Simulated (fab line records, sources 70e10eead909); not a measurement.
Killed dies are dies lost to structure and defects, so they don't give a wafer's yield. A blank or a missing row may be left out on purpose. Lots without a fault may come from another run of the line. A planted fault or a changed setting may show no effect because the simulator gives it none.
fab line records | flow nand_harc | part 2 of 2: steps 5 to 6 of 6
record lots=23 wafers=69 last_day=33
route steps=1302 shown A_STAIRCASE@669
lots that met no fault: from a run of the same line without faults
start_h: hours from the record's first day to the start of the lot's first wafer shown | wait_h: hours since the lot's step before | " the same as in the row above | L1.1+2: a row that stands for several wafers | - no value, or no start given | * or withheld: withheld | < > ~ a bound
route shown NAME@n: a module of which the file shows steps, and the number in the route of the first | usual: mean/standard deviation of fault-free wafers | same: alike in all rows | chamber/n: place in a boat | sites: the reading at each site | _std_site: their standard deviation | _edge_site: outer sites' mean less inner sites' | radius_mm: how far each site lies from the wafer's centre | mask NAME#n: copy n | behind: the tool/chamber that last shaped the wafer | hold: why the lot was held/for how many hours/how that ended | device: the transistor (n, p or np) that didn't switch | end of line: the same wafers' tests at the end of the route | a step without rows: its recipe alone | killed: dies lost to structure and defects at the first sort, not the wafer's yield | map: a wafer's dies, x killed, . not, _ none there
set.NAME: the setting as run; set.NAME@STEP: as run at that earlier step | model.NAME: the simulator's own value behind a step, which no gauge read
steps of the route over a sample of lots; a table a step, a row a wafer
services: from which hour (start_h, from the record's first day; less than 0 if before it) a tool's chamber was out of use, for how many hours, and why
## steps
# step NHARC_A_STAIRCASE_TRIM_224
# recipe time_s=211.2 o2_flow_sccm=500 ar_flow_sccm=0 bias_w=0 chemistry=O2
# usual drypump_motor_current_A=5.6/0.34 oes_product_au=1.000/0.008 rf_vpp_V=57.9/0.9 showerhead_plenum_p_Torr=3.55/0.13 throttle_valve_pct=17.034/0.0089
# columns lot.wafer tool chamber start_h wait_h drypump_motor_current_A oes_product_au rf_hours_counter_h rf_vpp_V showerhead_plenum_p_Torr throttle_valve_pct
L074.3 rie_diel-07 3 - - 6.0 1.000 21 58.0 3.60 17.031
L074.4 " 0 " " 5.8 0.996 19 56.2 3.68 17.029
L074.6 " 1 " " 5.5 0.997 - 57.5 3.48 17.047
L076.4 rie_diel-04 1 - - 4.8 1.004 3 57.1 3.38 17.039
L076.6 " 0 " " 5.8 0.990 - 59.2 3.53 17.034
L076.5 " 1 " " 4.8 1.009 - 57.5 3.38 17.038
L075.4 rie_diel-04 2 - - 5.8 1.003 3 58.6 3.75 17.041
L075.3 " 0 " " 5.8 0.991 4 57.9 3.53 17.027
L075.5 " 2 " " 5.8 0.987 - 59.7 3.75 17.038
L077.1 rie_diel-04 1 - - 4.8 1.017 9 57.9 3.37 17.030
L077.4 " 2 " " 5.8 1.002 8 59.1 3.75 17.043
L077.2 " 3 " " 5.3 1.005 9 58.3 3.63 17.044
L078.4 rie_diel-07 0 - - 5.8 1.001 33 58.9 3.67 17.047
L078.2 " 1 " " 5.5 0.980 30 57.2 3.47 17.040
L078.6 " 3 " " 6.1 1.006 - 57.0 3.59 17.028
L079.3 rie_diel-07 3 - - 6.0 1.000 44 57.2 3.59 17.040
L079.1 " 0 " " 5.8 1.005 36 58.8 3.67 17.038
L079.5 " 2 " " 5.6 0.997 - 57.6 3.50 17.022
L080.4 rie_diel-08 1 - - 6.0 0.997 14 58.3 3.80 17.046
L080.1 " 2 " " 5.5 1.002 11 59.6 3.39 17.042
L080.5 " 0 " " 5.3 1.015 - 58.4 3.73 17.019
L081.4 rie_diel-08 2 - - 5.5 1.010 15 58.8 3.39 17.038
L081.1 " 3 " " 5.7 0.997 17 58.1 3.45 17.025
L081.2 " 1 " " 6.0 0.996 18 58.1 3.80 17.028
L082.1 rie_diel-07 2 - - 5.6 0.996 47 57.1 3.50 17.043
L082.4 " 1 " " 5.5 0.992 44 58.0 3.46 17.048
L082.6 " 3 " " 6.0 1.002 - 58.4 3.59 17.025
L084.1 rie_diel-07 3 - - 6.0 0.998 59 58.7 3.58 17.030
L084.6 " 1 " " 5.5 0.988 - 56.4 3.46 17.034
L084.5 " 2 " " 5.6 0.995 - 58.3 3.50 17.030
L083.4 rie_diel-04 0 - - 5.8 0.990 27 57.5 3.52 17.028
L083.1 " 2 " " 5.8 1.006 26 58.0 3.74 17.039
L083.6 " 3 " " 5.3 1.002 - 57.2 3.62 17.027
L085.3 rie_diel-08 3 - - 5.7 1.001 31 57.7 3.44 17.043
L085.1 " 1 " " 6.0 0.996 31 58.5 3.79 17.031
L085.5 " 3 " " 5.7 1.004 - 57.2 3.44 17.055
L086.4 rie_diel-04 2 - - 5.8 1.004 32 57.5 3.74 17.047
L086.3 " 3 " " 5.3 1.013 32 58.0 3.62 17.033
L086.6 " 2 " " 5.8 0.996 - 59.3 3.74 17.028
L087.2 rie_diel-07 3 - - 6.0 1.006 3 59.8 3.58 17.033
L087.4 " 0 " " 5.8 1.001 4 58.5 3.65 17.035
L087.6 " 3 " " 6.1 0.997 - 57.3 3.58 17.057
L089.2 rie_diel-04 2 - - 5.8 1.005 41 58.8 3.73 17.021
L089.3 " 3 " " 5.3 1.004 40 57.1 3.61 17.040
L089.5 " 1 " " 4.8 1.013 - 58.3 3.36 17.034
L088.2 rie_diel-04 1 - - 4.8 1.011 42 56.7 3.36 17.042
L088.5 " 3 " " 5.3 1.008 - 57.3 3.61 17.042
L088.6 " 0 " " 5.8 0.996 - 57.5 3.51 17.025
L091.2 rie_diel-08 3 - - 5.7 0.986 51 59.3 3.43 17.023
L091.3 " 2 " " 5.4 0.998 48 57.6 3.37 17.030
L091.5 " 3 " " 5.7 1.001 - 57.0 3.43 17.043
L090.1 rie_diel-07 2 - - 5.6 1.006 17 58.2 3.49 17.028
L090.2 " 3 " " 6.0 1.010 17 57.5 3.57 17.040
L090.6 " 1 " " 5.5 0.996 - 56.7 3.45 17.037
L092.4 rie_diel-07 2 - - 5.6 1.001 23 57.6 3.48 17.040
L092.5 " 2 " " 5.6 0.994 - 57.8 3.48 17.040
L092.6 " 3 " " 6.0 0.991 - 57.7 3.57 17.047
L093.4 rie_diel-04 0 - - 5.8 1.003 - 58.2 3.51 17.039
L093.6 " 1 " " 4.8 1.001 - 56.5 3.35 17.041
L093.5 " 2 " " 5.8 0.995 - 58.6 3.72 17.024
L094.3 rie_diel-04 2 - - 5.8 0.997 4 57.2 3.72 17.027
L094.1 " 3 " " 5.3 0.984 0 59.4 3.61 17.028
L094.4 " 1 " " 4.8 1.005 3 56.1 3.35 17.013
L096.2 rie_diel-07 2 - - 5.6 0.993 30 57.1 3.48 17.041
L096.6 " 3 " " 6.0 1.010 - 58.6 3.56 17.009
L096.5 " 0 " " 5.7 0.993 - 57.7 3.63 17.024
L097.1 rie_diel-07 1 - - 5.5 0.989 39 57.1 3.44 17.035
L097.2 " 0 " " 5.8 1.001 41 58.2 3.63 17.042
L097.5 " 1 " " 5.5 0.998 - 57.3 3.44 17.040
# step NHARC_A_STAIRCASE_ETCH_232
# recipe target_depth_a=1000 time_s=40.5 ion_energy_ev=400 c4f8_flow_sccm=20 o2_flow_sccm=10 ar_flow_sccm=withheld rf_w=600 bias_w=1000 chemistry=C4F8/O2
# usual oes_product_au=0.947/0.012 rf_vpp_V=897/5
# columns lot.wafer tool chamber start_h wait_h oes_product_au rf_hours_counter_h rf_vpp_V
L074.4 rie_diel-07 0 - - 0.934 20 901
L074.3 " 2 " " 0.936 17 895
L074.6 " 3 " " 0.935 - 898
L076.4 rie_diel-07 3 - - 0.965 28 899
L076.6 " 3 " " 0.974 - 897
L076.5 " 0 " " 0.950 - 900
L075.3 rie_diel-07 0 - - 0.961 28 900
L075.4 " 3 " " 0.953 - 898
L075.5 " 0 " " 0.952 - 900
L077.4 rie_diel-04 1 - - 0.951 10 891
L077.1 " 2 " " 0.943 8 904
L077.2 " 3 " " 0.948 9 900
L078.2 rie_diel-08 1 - - 0.931 11 905
L078.4 " 2 " " 0.965 10 891
L078.6 " 1 " " 0.936 - 907
L079.1 rie_diel-04 3 - - 0.928 15 901
L079.3 " 0 " " 0.930 17 898
L079.5 " 2 " " 0.932 - 905
L080.1 rie_diel-08 0 - - 0.954 15 901
L080.4 " 2 " " 0.963 12 891
L080.5 " 0 " " 0.948 - 903
L081.1 rie_diel-07 1 - - 0.929 39 893
L081.4 " 3 " " 0.937 51 898
L081.2 " 0 " " 0.935 43 900
L082.1 rie_diel-08 2 - - 0.969 21 891
L082.4 " 3 " " 0.946 23 892
L082.6 " 0 " " 0.964 - 903
L084.1 rie_diel-08 2 - - 0.959 25 890
L084.6 " 3 " " 0.951 - 894
L084.5 " 0 " " 0.962 - 900
L083.4 rie_diel-04 3 - - 0.941 27 900
L083.1 " 0 " " 0.937 28 897
L083.6 " 0 " " 0.942 - 896
L085.1 rie_diel-04 2 - - 0.942 33 903
L085.3 " 3 " " 0.949 33 900
L085.5 " 2 " " 0.935 - 902
L086.3 rie_diel-04 1 - - 0.941 33 890
L086.4 " 3 " " 0.949 33 898
L086.6 " 0 " " 0.935 - 897
L087.2 rie_diel-08 2 - - 0.956 38 890
L087.4 " 0 " " 0.968 37 903
L087.6 " 2 " " 0.967 - 890
L089.2 rie_diel-04 1 - - 0.967 40 891
L089.3 " 2 " " 0.960 41 904
L089.5 " 0 " " 0.940 - 894
L088.2 rie_diel-07 1 - - 0.919 10 892
L088.5 " 0 " " 0.931 - 901
L088.6 " 1 " " 0.913 - 893
L091.3 rie_diel-07 3 - - 0.960 16 897
L091.2 " 2 " " 0.946 16 895
L091.5 " 0 " " 0.961 - 900
L090.1 rie_diel-07 0 - - 0.953 20 900
L090.2 " 3 " " 0.966 17 898
L090.6 " 0 " " 0.950 - 900
L092.4 rie_diel-07 0 - - 0.942 25 900
L092.6 " 3 " " 0.959 - 897
L092.5 " 0 " " 0.938 - 899
L093.6 rie_diel-04 2 - - 0.949 - 903
L093.5 " 0 " " 0.941 - 895
L093.4 " 1 " " 0.939 - 889
L094.3 rie_diel-04 3 - - 0.955 1 899
L094.4 " 0 " " 0.934 4 894
L094.1 " 2 " " 0.934 4 904
L096.2 rie_diel-07 1 - - 0.951 36 892
L096.6 " 1 " " 0.940 - 893
L096.5 " 2 " " 0.947 - 896
L097.1 rie_diel-08 2 - - 0.958 12 890
L097.2 " 3 " " 0.955 12 893
L097.5 " 1 " " 0.944 - 904
## services
# columns tool chamber start_h hours kind
rie_diel-07 0 328.06 - clean
rie_diel-07 1 328.06 - clean
rie_diel-07 2 328.06 - clean
rie_diel-07 3 328.06 - clean
rie_diel-04 2 346.75 6.7 repair
rie_diel-07 0 352.56 - clean
rie_diel-07 1 352.56 - clean
rie_diel-07 2 352.56 - clean
rie_diel-07 3 352.56 - clean
rie_diel-04 - 356.20 9.0 pm
rie_diel-08 - 367.91 9.0 pm
rie_diel-07 1 374.61 3.3 repair
rie_diel-07 0 380.79 - clean
rie_diel-07 1 380.79 - clean
rie_diel-07 2 380.79 - clean
rie_diel-07 3 380.79 - clean
rie_diel-07 0 388.16 14.9 repair
rie_diel-07 0 405.29 - clean
rie_diel-07 1 405.29 - clean
rie_diel-08 2 409.45 4.7 repair
rie_diel-07 1 459.92 9.0 repair
rie_diel-04 - 533.20 9.0 pm
rie_diel-04 2 556.72 1.8 repair
rie_diel-08 0 589.91 4.2 repair
